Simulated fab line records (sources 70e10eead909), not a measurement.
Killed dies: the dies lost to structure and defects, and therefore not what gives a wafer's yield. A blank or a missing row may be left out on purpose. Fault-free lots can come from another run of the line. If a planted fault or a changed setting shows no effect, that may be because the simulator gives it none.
Struck lot and sound lot, side by side + flow nand harc + 14 out of 1302 route steps
Sound: the wafers L482.3, L482.4, L482.5. The struck wafers were L497.1, L497.2, L497.3. Last of all comes the cause.
For every step that has rows: the tool of each side, followed by ch and its chambers, followed by its first start. Under that, the readings that differ: sound wafers + struck wafers + difference of the means + sigmas: that difference in standard deviations of wafers without a fault.
alike: a reading whose means differ by less than 2 such deviations, as well as words and numbers matching on both sides. not compared: withheld readings; readings where some wafer has no value; bounds like >300 that might hide an equal value; numbers whose values overlap and for which the record gives no deviation.
Wherever a step has rows on one side only, a row that says differs or no value, or a row with sigmas, the two part there. Non-overlapping numbers with no deviation appear without sigmas and do not part them. A reading missing from all wafers of one side parts the sides only when that side holds two or more wafers.

NHARC_P_BONDPAD_OVL_MEAS_38:
  sound on overlay-02 at day 8 03:34; struck on overlay-02 at day 14 10:09
| reading           | sound      | struck | difference | sigmas |
|-------------------|------------|--------|------------|--------|
| overlay y nm (nm) | -10 -10 -9 | 6 7 7  | +16        | +3     |
  alike: overlay x nm
then, 1 step without rows for these wafers: NHARC_P_BONDPAD_HARDBAKE_10 (time 65 s).
NHARC_P_BONDPAD_DESCUM_11: chemistry O2, time 3 s.
  sound on rie diel-02 ch 0,2,3, day 8 03:42; struck on rie diel-04 ch 0,1,2, day 14 10:17
  alike: drypump motor current A, o2 flow sccm, oes product au, rf vpp V, showerhead plenum p Torr, throttle valve pct
  not compared: rf hours counter h
NHARC_P_BONDPAD_ETCH_37: etches the open film in N2/H2, target depth 60 nm, overetch 18 nm, time 65.91 s.
  sound on rie diel-02 ch 0,2, day 8 03:48; struck on rie diel-04 ch 0,1,3, day 14 10:22
| reading                         | sound          | struck         | difference | sigmas |
|---------------------------------|----------------|----------------|------------|--------|
| showerhead plenum p Torr (Torr) | 2.12 2.05 2.12 | 1.89 2.01 1.95 | -0.15      | -2     |
  alike: drypump motor current A, oes product au, rf vpp V, throttle valve pct
  not compared: rf hours counter h
NHARC_P_BONDPAD_ETCH_12: etches the open film in CHF3/O2, target depth 200 nm, time 100 s.
  sound: rie diel-02 ch 0,3; struck: rie diel-04 ch 0,1,3
  alike: drypump motor current A, o2 flow sccm, oes product au, rf vpp V, showerhead plenum p Torr, throttle valve pct
  not compared: rf hours counter h
NHARC_P_BONDPAD_CD_MEAS_13:
  sound on cd sem-03 at day 8 04:03; struck on cd sem-03 at day 14 10:35
  alike: cd nm
then, 4 steps without rows for these wafers: NHARC_P_BONDPAD_STRIP_15 (strips in O2); NHARC_P_BONDPAD_ETCH_24 (etches the open film in CF4/N2, target depth 30 nm, time 72.99 s); NHARC_P_BONDPAD_STRIP_16 (strips in post etch residue remover, time 600 s); NHARC_P_BONDPAD_DEGAS_25 (time 60 s).
NHARC_P_BONDPAD_PRE_CLEAN_26: time 30 s.
  sound on pvd sputter-03; struck on pvd sputter-01
  alike: heater power w
NHARC_P_BONDPAD_PVD_17: deposits TaN, target thk 5 nm, time 8.06 s.
  sound on pvd sputter-03; struck on pvd sputter-01
  alike: bias v, cathode dc power W, throttle valve pct
NHARC_P_BONDPAD_PVD_27: deposits Cu, target thk 30 nm, time 20.49 s.
  sound on pvd sputter-03 at day 8 04:54; struck on pvd sputter-01 at day 14 11:26
  no value came back on the struck wafers for cathode dc power W (W), chamber pressure pa (Pa), throttle valve pct (%); on the sound wafers cathode dc power W (W) reads 4999.6 5000.1 5001.0
then, 1 step without rows for these wafers: NHARC_P_BONDPAD_ECD_18 (material Cu, target thk 400 nm).

WHERE THEY PART
At NHARC_P_BONDPAD_OVL_MEAS_38 first; at NHARC_P_BONDPAD_PVD_27 last (within this record only).

WHY: what had been put in by the simulator
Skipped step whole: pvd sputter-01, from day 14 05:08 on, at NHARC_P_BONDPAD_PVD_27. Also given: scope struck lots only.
